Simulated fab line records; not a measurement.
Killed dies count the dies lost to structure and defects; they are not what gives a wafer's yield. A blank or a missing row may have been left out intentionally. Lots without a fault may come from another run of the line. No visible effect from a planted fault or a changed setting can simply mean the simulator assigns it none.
Split-lot experiment | flow n5Finfet | 7 lots, 21 wafers read, on a route of 1938 steps

## SPLIT DETAILS
At N5_BEOL_M8_DESCUM_16 (chemistry O2, time 7.9 s), the setting timeS was moved away from the recipe's 7.9 s on 7 of the 21 wafers read, by -20.2% to +14.6%. The other wafers ran this setting at the recipe's value.

No step appears in the file between the split and the reading.

## THE READING
CAR-ArF_of_BEOL_M8_COAT_05.thkNm (the simulator's own value, which no gauge read), in nm, at N5_BEOL_M8_ETCH_61 (etches SiARC in CF4, target depth 45.5 nm, time 75.8 s). The file gives no usual value for it. Across the 14 wafers here that went through the recipe, the average is 50.6 nm and the standard deviation 0.29 nm.

wafer  | tool, chamber at the split | timeS as run, s | against the recipe | CAR-ArF_of_BEOL_M8_COAT_05.thkNm, nm | against lot-mates on the recipe
L074.3 | rieDiel-04, 0              | 7.9             | recipe             | 50.4                                 | -
L074.5 | rieDiel-04, 0              | 7.9             | recipe             | 50.8                                 | -
L074.6 | rieDiel-04, 3              | 6.339           | -19.8%             | 51.4                                 | +0.8
L075.2 | rieDiel-02, 1              | 9.057           | +14.6%             | 50                                   | -0.8
L075.4 | rieDiel-02, 0              | 7.9             | recipe             | 50.6                                 | -
L075.6 | rieDiel-02, 1              | 7.9             | recipe             | 51                                   | -
L077.2 | rieDiel-02, 3              | 7.9             | recipe             | 50.8                                 | -
L077.4 | rieDiel-02, 1              | 7.9             | recipe             | 50.8                                 | -
L077.3 | rieDiel-02, 2              | 8.854           | +12.1%             | 50.2                                 | -0.6
L079.1 | rieDiel-04, 2              | 6.304           | -20.2%             | 51.6                                 | +1.0
L079.2 | rieDiel-04, 3              | 7.9             | recipe             | 50.6                                 | -
L079.6 | rieDiel-04, 3              | 6.304           | -20.2%             | 51.8                                 | +1.2
L085.2 | rieDiel-04, 0              | 7.9             | recipe             | 50.6                                 | -
L085.6 | rieDiel-04, 0              | 7.9             | recipe             | 50.6                                 | -
L085.5 | rieDiel-04, 1              | 7.9             | recipe             | 50.8                                 | -
L089.1 | rieDiel-04, 2,1,2          | 7.9             | recipe             | 50.2                                 | -
L089.3 | rieDiel-04, 2,1,2          | 7.9             | recipe             | 50.2                                 | -
L089.6 | rieDiel-04, 2,1,2          | 7.9             | recipe             | 50                                   | -
L097.1 | rieDiel-02, 3,2            | 6.862           | -13.1%             | 51.8                                 | +0.8
L097.2 | rieDiel-02, 3,2            | 6.862           | -13.1%             | 51.6                                 | +0.6
L097.4 | rieDiel-02, 0              | 7.9             | recipe             | 51                                   | -
The file does not say which wafer passed through which chamber wherever a row lists several chambers: such a row stands for several wafers.

FIT RESULTS
A straight line over all 21 wafers: CAR-ArF_of_BEOL_M8_COAT_05.thkNm changes by -0.0521 nm for each +1% of timeS; r = -0.86; the points scatter about the line by 0.3 nm.
The same after taking each lot's own level away (the mean of its wafers on the recipe; 21 wafers): -0.0511 nm for each +1%; r = -0.97; scatter 0.13 nm.
That fit puts the effect of the largest move of timeS on the reading at 1 nm.
From 50.13 to 51.00 nm: that is the span of the lots' own levels, equal to 3.0 times the standard deviation above.
The two slopes are in agreement: the lot-to-lot level therefore moves the slope only a little.
Check: for one of the wafers moved furthest among these (-20.2%), held out of the fit, the line's prediction against its lot-mates is +1.04 nm. It came out at +1 nm against them.

## THE WHOLE CHAIN: every reading that the file lists as answering this split, in the file's order
step                 | what it does                                           | reading                                                                           | change (the file's fit)                | r (the file's)
N5_BEOL_M8_DESCUM_16 | chemistry O2, time 7.9 s                               | CAR-ArF_of_BEOL_M8_COAT_05.thkNm (the simulator's own value, which no gauge read) | -0.0515 nm for each +1% of the setting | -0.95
N5_BEOL_M8_ETCH_61   | etches SiARC in CF4, target depth 45.5 nm, time 75.8 s | CAR-ArF_of_BEOL_M8_COAT_05.thkNm (the simulator's own value, which no gauge read) | -0.0497 nm for each +1% of the setting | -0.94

## FILE'S OWN FIT
CAR-ArF_of_BEOL_M8_COAT_05.thkNm changes by -0.0497 nm for each +1% of timeS, r = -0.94.
